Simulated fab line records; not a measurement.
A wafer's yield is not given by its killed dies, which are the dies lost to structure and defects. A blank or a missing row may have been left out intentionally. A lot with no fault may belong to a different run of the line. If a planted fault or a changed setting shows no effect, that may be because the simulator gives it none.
Matching of chambers -- flow n5_finfet -- N5_GATE_CUT_ETCH_19 on rie_diel-06: 4 sister chambers
The step etches SiNx in CH3F/O2, target depth 53.7 nm, time 76.7 s. 4 wafers are shown with their chamber, then 10 later ones without.

## WAFERS PAIRED WITH THEIR CHAMBERS
wafer,chamber,drypump_motor_current_A (A)
L087.3,2,5.35
L093.5,3,5.87
L094.1,0,5.58
L094.3,1,5.62

## WAFERS WITH NO CHAMBER GIVEN
wafer,drypump_motor_current_A (A)
L094.5,5.57
L095.4,5.34
L095.5,5.32
L095.6,5.62
L096.3,5.66
L096.5,5.67
L096.6,5.56
L097.2,5.58
L097.3,5.88
L097.5,5.84

## WHICH CHAMBER EACH WENT THROUGH
wafer,from the rows above,in truth
L094.5,can't be placed: 0 or 1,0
L095.4,2,2
L095.5,2,2
L095.6,can't be placed: 1 or 0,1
L096.3,can't be placed: 1 or 0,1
L096.5,can't be placed: 1 or 0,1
L096.6,can't be placed: 0 or 1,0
L097.2,can't be placed: 0 or 1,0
L097.3,3,3
L097.5,3,3
4 of 10 placed correctly. Can't be placed from these rows: 6 (the true chamber is among the candidates in 6). Placed wrongly: 0.
How it was worked out, from the rows above alone: a wafer's distance from a chamber is the root of the sum, over the readings, of the square of ((its reading less the chamber's mean) divided by the reading's scatter). The wafer belongs to the nearest chamber; if the next one is less than 2 further off, it can't be placed. The mean given for a chamber averages the wafers shown for that chamber. The scatter: with one shown wafer a chamber, the root of the mean of the squares of how far each hidden wafer lies from its nearest shown one.
